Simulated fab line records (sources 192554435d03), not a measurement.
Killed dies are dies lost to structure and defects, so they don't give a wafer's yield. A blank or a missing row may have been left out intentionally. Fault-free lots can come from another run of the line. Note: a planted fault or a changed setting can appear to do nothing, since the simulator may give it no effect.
Split-lot study | flow n5-finfet | 39 wafers read across 7 lots, on a route 1938 steps long

== ABOUT THE SPLIT ==
At N5_DUMMY_GATE_ETCH_37 (etches SOC in N2/H2, target depth 60 nm, overetch 30 nm), the setting source-w was moved away from the recipe's 840 W on 15 of the 39 wafers read, by -19.0% to +12.4%. For the rest of the wafers, this setting stayed at what the recipe calls for.

Reading taken at the split's own step.

== THE READING ==
rf-vpp-V, in V, at N5_DUMMY_GATE_ETCH_37 (etches SOC in N2/H2, target depth 60 nm, overetch 30 nm). On this fab line, fault-free wafers typically give 523.7 V with a standard deviation of 3 V.

wafer  | tool, chamber at the split | source-w as run, W | against the recipe | rf-vpp-V, V | against lot-mates on the recipe
L075.1 | rie-diel-05, 0             | 840                | recipe             | 520.4       | -
L075.2 | rie-diel-05, 1             | 780                | -7.1%              | 536.2       | +12.9
L075.3 | rie-diel-05, 3             | 840                | recipe             | 527.7       | -
L075.4 | rie-diel-05, 2             | 840                | recipe             | 521.7       | -
L075.5 | rie-diel-05, 0             | 780                | -7.1%              | 532.9       | +9.6
L075.6 | rie-diel-05, 3             | 780                | -7.1%              | 541.2       | +17.9
L077.1 | rie-diel-02, 1             | 927.9              | +10.5%             | 506.1       | -16.8
L077.2 | rie-diel-02, 3             | 840                | recipe             | 522.8       | -
L077.3 | rie-diel-02, 2             | 927.9              | +10.5%             | 511.2       | -11.7
L077.4 | rie-diel-02, 0             | 840                | recipe             | 522.9       | -
L077.5 | rie-diel-02, 0             | 840                | recipe             | 522.9       | -
L077.6 | rie-diel-02, 1             | 927.9              | +10.5%             | 507.0       | -15.9
L078.1 | rie-diel-05, 1             | 680.8              | -19.0%             | 562.1       | +40.1
L078.2 | rie-diel-05, 3             | 680.8              | -19.0%             | 566.2       | +44.2
L078.3 | rie-diel-05, 2             | 840                | recipe             | 520.8       | -
L078.4 | rie-diel-05, 0             | 680.8              | -19.0%             | 557.5       | +35.5
L078.5 | rie-diel-05, 1             | 840                | recipe             | 523.3       | -
L078.6 | rie-diel-05, 2             | 840                | recipe             | 521.9       | -
L079.1 | rie-diel-02, 0             | 910.6              | +8.4%              | 510.1       | -15.5
L079.2 | rie-diel-02, 1             | 840                | recipe             | 523.8       | -
L079.3 | rie-diel-02, 3             | 840                | recipe             | 523.3       | -
L079.4 | rie-diel-02, 2             | 840                | recipe             | 529.6       | -
L079.5 | rie-diel-02, 3             | 910.6              | +8.4%              | 507.6       | -18.0
L079.6 | rie-diel-02, 0             | 910.6              | +8.4%              | 509.5       | -16.1
L080.1 | rie-diel-02, 2             | 944.1              | +12.4%             | 507.5       | -17.8
L080.2 | rie-diel-02, 1             | 944.1              | +12.4%             | 502.3       | -23.0
L080.3 | rie-diel-02, 0             | 840                | recipe             | 522.6       | -
L080.4 | rie-diel-02, 1             | 944.1              | +12.4%             | 502.5       | -22.8
L080.5 | rie-diel-02, 2             | 840                | recipe             | 529.0       | -
L080.6 | rie-diel-02, 0             | 840                | recipe             | 524.4       | -
L082.2 | rie-diel-05, 2             | 840                | recipe             | 522.1       | -
L082.3 | rie-diel-05, 3             | 840                | recipe             | 529.2       | -
L082.4 | rie-diel-05, 0             | 840                | recipe             | 520.5       | -
L084.1 | rie-diel-05, 1             | 840                | recipe             | 522.6       | -
L084.2 | rie-diel-05, 2             | 840                | recipe             | 522.4       | -
L084.3 | rie-diel-05, 0             | 840                | recipe             | 520.1       | -
L084.4 | rie-diel-05, 3             | 840                | recipe             | 529.6       | -
L084.5 | rie-diel-05, 0             | 840                | recipe             | 519.4       | -
L084.6 | rie-diel-05, 3             | 840                | recipe             | 527.4       | -

FIT RESULTS
A straight line over all 39 wafers: rf-vpp-V changes by -1.82 V for each +1% of source-w; r = -0.97; the points scatter about the line by 3.4 V.
The same after taking each lot's own level away (the mean of its wafers on the recipe; 39 wafers): -1.9 V for each +1%; r = -0.97; scatter 3.4 V.
Per that fit: largest source-w move, reading shift of 36 V.
From 522.00 to 525.57 V: that is the span of the lots' own levels, equal to 1.2 times the standard deviation above.
The two slopes agree, so the slope changes little with the lot-to-lot level.
Check: +36.1 V against its lot-mates is what the line predicts for one of the wafers moved furthest among these (-19.0%) when that wafer is left out of the fit. Against them it came out at +40.1 V.
Tool readings at the split's step, against how far the setting was moved: rf-vpp-V r = -0.97.

== THE FILE'S OWN FIT ==
rf-vpp-V changes by -1.9 V for each +1% of source-w, r = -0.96.
